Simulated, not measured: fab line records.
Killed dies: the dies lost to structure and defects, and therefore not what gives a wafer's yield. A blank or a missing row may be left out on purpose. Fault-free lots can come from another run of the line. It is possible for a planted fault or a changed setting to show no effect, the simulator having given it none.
Matching of chambers :: flow n5_finfet :: N5_BEOL_M11_CURE_72 on uv_cure-03: 3 sister chambers
The step cures SiCOH lowk, time 120 s. 24 wafers are shown with their chamber, then 12 later ones without.

## WAFERS WITH THEIR CHAMBER
wafer: L074.3
chamber: 0
wafer_temp_C_max: 373.0
lamp_power_pct (%): 52.34

wafer: L074.4
chamber: 0
wafer_temp_C_max: 372.4
lamp_power_pct (%): 52.27

wafer: L074.6
chamber: 0
wafer_temp_C_max: 372.6
lamp_power_pct (%): 52.35

wafer: L075.2
chamber: 0
wafer_temp_C_max: 372.6
lamp_power_pct (%): 52.29

wafer: L075.4
chamber: 0
wafer_temp_C_max: 371.9
lamp_power_pct (%): 52.38

wafer: L075.5
chamber: 0
wafer_temp_C_max: 372.4
lamp_power_pct (%): 52.27

wafer: L076.1
chamber: 2
wafer_temp_C_max: 373.1
lamp_power_pct (%): 52.26

wafer: L076.4
chamber: 2
wafer_temp_C_max: 372.6
lamp_power_pct (%): 52.21

wafer: L076.6
chamber: 2
wafer_temp_C_max: 372.6
lamp_power_pct (%): 52.30

wafer: L079.1
chamber: 0
wafer_temp_C_max: 372.4
lamp_power_pct (%): 52.32

wafer: L079.5
chamber: 0
wafer_temp_C_max: 371.9
lamp_power_pct (%): 52.25

wafer: L079.6
chamber: 0
wafer_temp_C_max: 372.0
lamp_power_pct (%): 52.29

wafer: L087.3
chamber: 1
wafer_temp_C_max: 370.6
lamp_power_pct (%): 52.36

wafer: L087.4
chamber: 1
wafer_temp_C_max: 371.1
lamp_power_pct (%): 52.37

wafer: L087.6
chamber: 1
wafer_temp_C_max: 371.1
lamp_power_pct (%): 52.26

wafer: L086.4
chamber: 2
wafer_temp_C_max: 372.2
lamp_power_pct (%): 52.26

wafer: L086.5
chamber: 2
wafer_temp_C_max: 372.0
lamp_power_pct (%): 52.36

wafer: L086.6
chamber: 2
wafer_temp_C_max: 371.7
lamp_power_pct (%): 52.27

wafer: L088.1
chamber: 2
wafer_temp_C_max: 371.7
lamp_power_pct (%): 52.25

wafer: L088.2
chamber: 2
wafer_temp_C_max: 371.3
lamp_power_pct (%): 52.37

wafer: L088.4
chamber: 2
wafer_temp_C_max: 371.7
lamp_power_pct (%): 52.33

wafer: L091.1
chamber: 1
wafer_temp_C_max: 371.1
lamp_power_pct (%): 52.32

wafer: L091.2
chamber: 1
wafer_temp_C_max: 370.9
lamp_power_pct (%): 52.41

wafer: L091.3
chamber: 1
wafer_temp_C_max: 371.3
lamp_power_pct (%): 52.24

SIGNATURES, as means of the wafers listed above
reading: wafer_temp_C_max
chamber 0: 372.356
chamber 1: 371.017
chamber 2: 372.100
scatter within a chamber: 0.437

reading: lamp_power_pct
chamber 0: 52.3067
chamber 1: 52.3267
chamber 2: 52.2900
scatter within a chamber: 0.0535
Rule: distance of a wafer from a chamber = root of the sum over the readings of ((wafer's reading minus chamber's mean) / reading's scatter) squared. If the next closest chamber is less than 2 further off than the closest, the wafer can't be placed; otherwise it belongs to the closest. The scatter: the root of (the sum of the squares of (reading less its chamber's mean) over the shown wafers, divided by (wafers less chambers)).

## WAFERS WITH NO CHAMBER GIVEN
wafer: L092.4
wafer_temp_C_max: 372.0
lamp_power_pct (%): 52.30

wafer: L092.5
wafer_temp_C_max: 372.6
lamp_power_pct (%): 52.36

wafer: L092.6
wafer_temp_C_max: 373.8
lamp_power_pct (%): 52.29

wafer: L094.2
wafer_temp_C_max: 373.4
lamp_power_pct (%): 52.36

wafer: L094.5
wafer_temp_C_max: 372.1
lamp_power_pct (%): 52.35

wafer: L094.6
wafer_temp_C_max: 371.9
lamp_power_pct (%): 52.34

wafer: L093.1
wafer_temp_C_max: 371.3
lamp_power_pct (%): 52.25

wafer: L093.2
wafer_temp_C_max: 372.5
lamp_power_pct (%): 52.27

wafer: L093.4
wafer_temp_C_max: 371.9
lamp_power_pct (%): 52.45

wafer: L097.1
wafer_temp_C_max: 371.1
lamp_power_pct (%): 52.25

wafer: L097.2
wafer_temp_C_max: 371.6
lamp_power_pct (%): 52.31

wafer: L097.5
wafer_temp_C_max: 371.0
lamp_power_pct (%): 52.29

## EACH ONE'S CHAMBER
wafer: L092.4
from the rows above: can't be placed: 2 or 0
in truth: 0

wafer: L092.5
from the rows above: can't be placed: 0 or 2
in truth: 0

wafer: L092.6
from the rows above: can't be placed: 0 or 2
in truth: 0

wafer: L094.2
from the rows above: can't be placed: 0 or 2
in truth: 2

wafer: L094.5
from the rows above: can't be placed: 0 or 2 or 1
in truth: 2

wafer: L094.6
from the rows above: can't be placed: 2 or 0 or 1
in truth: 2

wafer: L093.1
from the rows above: can't be placed: 1 or 2 or 0
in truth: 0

wafer: L093.2
from the rows above: can't be placed: 0 or 2
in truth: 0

wafer: L093.4
from the rows above: can't be placed: 0 or 2 or 1
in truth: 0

wafer: L097.1
from the rows above: can't be placed: 1 or 2 or 0
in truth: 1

wafer: L097.2
from the rows above: can't be placed: 2 or 1 or 0
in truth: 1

wafer: L097.5
from the rows above: can't be placed: 1 or 2
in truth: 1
Correct placement for 0 of the 12. Can't be placed from these rows: 12 (the true chamber is among the candidates in 12). Placed wrongly: 0.
